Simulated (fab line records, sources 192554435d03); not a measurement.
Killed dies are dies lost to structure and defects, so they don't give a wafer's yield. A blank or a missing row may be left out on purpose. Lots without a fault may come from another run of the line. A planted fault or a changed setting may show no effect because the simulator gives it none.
Which tool did it? | flow n5_finfet | 11 lots, 31 wafers sampled, at 5 steps of a route of 1938

WHAT THE GAUGES READ, wafer by wafer
N5_BEOL_M4_INSPECT_59: inspects for defects (darkfield).
lot  | measured     | on                | raw_defect_count
L656 | day 9 07:43  | defect_inspect-02 | 58 58 70
L658 | day 9 13:54  | defect_inspect-01 | 71 104 84
L659 | day 9 22:38  | defect_inspect-02 | 73 63
L662 | day 10 22:49 | defect_inspect-02 | 79 110
L663 | day 11 01:21 | defect_inspect-01 | 102 80 118
L665 | day 11 06:59 | defect_inspect-02 | 69 112 95
L666 | day 11 12:43 | defect_inspect-02 | 98 77 113
L668 | day 12 17:01 | defect_inspect-02 | 100 116 69
L673 | day 13 03:49 | defect_inspect-02 | 51 51 107
L674 | day 13 06:01 | defect_inspect-02 | 1377 36 40
L678 | day 15 06:44 | defect_inspect-01 | 54 85 54

WHICH TOOL RAN EACH LOT (tool, then ch and the chambers of the sampled wafers, then the start)
lot  | N5_BEOL_M4_ANNEAL_80         | N5_BEOL_M4_SPUTTER_86        | N5_BEOL_M4_SPUTTER_92        | N5_BEOL_M4_CMP_52
L656 | pvd_sputter-03, day 9 03:43  | pvd_sputter-03, day 9 04:04  | pvd_sputter-03, day 9 04:44  | cmp-04 ch 1,2,3, day 9 07:12
L658 | pvd_sputter-02, day 9 11:22  | pvd_sputter-02, day 9 11:44  | pvd_sputter-02, day 9 12:23  | cmp-04 ch 0,1,2, day 9 13:22
L659 | pvd_sputter-03, day 9 20:05  | pvd_sputter-03, day 9 20:27  | pvd_sputter-03, day 9 21:07  | cmp-04 ch 1, day 9 22:05
L662 | pvd_sputter-02, day 10 20:06 | pvd_sputter-02, day 10 20:26 | pvd_sputter-02, day 10 21:05 | cmp-01 ch 0,3, day 10 22:23
L663 | pvd_sputter-01, day 10 22:47 | pvd_sputter-01, day 10 23:09 | pvd_sputter-01, day 10 23:49 | cmp-01 ch 0,3, day 11 00:44
L665 | pvd_sputter-01, day 11 03:49 | pvd_sputter-01, day 11 04:10 | pvd_sputter-01, day 11 04:50 | cmp-01 ch 0,2,3, day 11 06:25
L666 | pvd_sputter-01, day 11 10:09 | pvd_sputter-01, day 11 10:31 | pvd_sputter-01, day 11 11:10 | cmp-01 ch 0,2,3, day 11 12:13
L668 | pvd_sputter-03, day 12 14:28 | pvd_sputter-03, day 12 14:50 | pvd_sputter-03, day 12 15:29 | cmp-01 ch 0,2,3, day 12 16:31
L673 | pvd_sputter-02, day 13 01:17 | pvd_sputter-02, day 13 01:38 | pvd_sputter-02, day 13 02:18 | cmp-03 ch 0,1,2, day 13 03:19
L674 | pvd_sputter-02, day 13 03:28 | pvd_sputter-02, day 13 03:49 | pvd_sputter-02, day 13 04:29 | cmp-01 ch 0,1,2, day 13 05:27
L678 | pvd_sputter-03, day 15 04:08 | pvd_sputter-03, day 15 04:29 | pvd_sputter-03, day 15 05:09 | cmp-04 ch 0,1,2, day 15 06:08
- N5_BEOL_M4_ANNEAL_80: time 240 s.
- N5_BEOL_M4_SPUTTER_86: material Cu, target thk 4.5 nm, time 8.29 s.
- N5_BEOL_M4_SPUTTER_92: material Cu, target thk 4.5 nm, time 8.29 s.
- N5_BEOL_M4_CMP_52: polishes, stops on SiOC, t overpolish 6.8 s, target thk 40 nm.

THE ANSWER, worked out from the rows above alone
Rule: what is usual is taken from the lots themselves. Put in order of their means at a reading, lots are off if they are a third of the lots or fewer, leave a main group of 4 or more, and stand apart from it by a gap of 3 or more times the standard deviation of the main group's means; of several such gaps the widest counts. A main group whose means are all the same, to the digits that the tables above print for the reading, isn't used. A lot without any number at a reading at which 4 lots or more have one is off too. The other lots that the step has rows for count as sound.
Off: L674, at N5_BEOL_M4_INSPECT_59 (raw_defect_count). The main group: mean 83, standard deviation 14.
A tool fits if, at a process step before that reading, it ran every lot that is off, and no sound lot after the first of them. The gauges at N5_BEOL_M4_INSPECT_59 are tried like those tools. Can't be told from this: 3 tools fit, pvd_sputter-02 at N5_BEOL_M4_ANNEAL_80 and N5_BEOL_M4_SPUTTER_86 and N5_BEOL_M4_SPUTTER_92, cmp-01 at N5_BEOL_M4_CMP_52, defect_inspect-02 at N5_BEOL_M4_INSPECT_59.

WHAT THE SIMULATOR HAD PUT IN
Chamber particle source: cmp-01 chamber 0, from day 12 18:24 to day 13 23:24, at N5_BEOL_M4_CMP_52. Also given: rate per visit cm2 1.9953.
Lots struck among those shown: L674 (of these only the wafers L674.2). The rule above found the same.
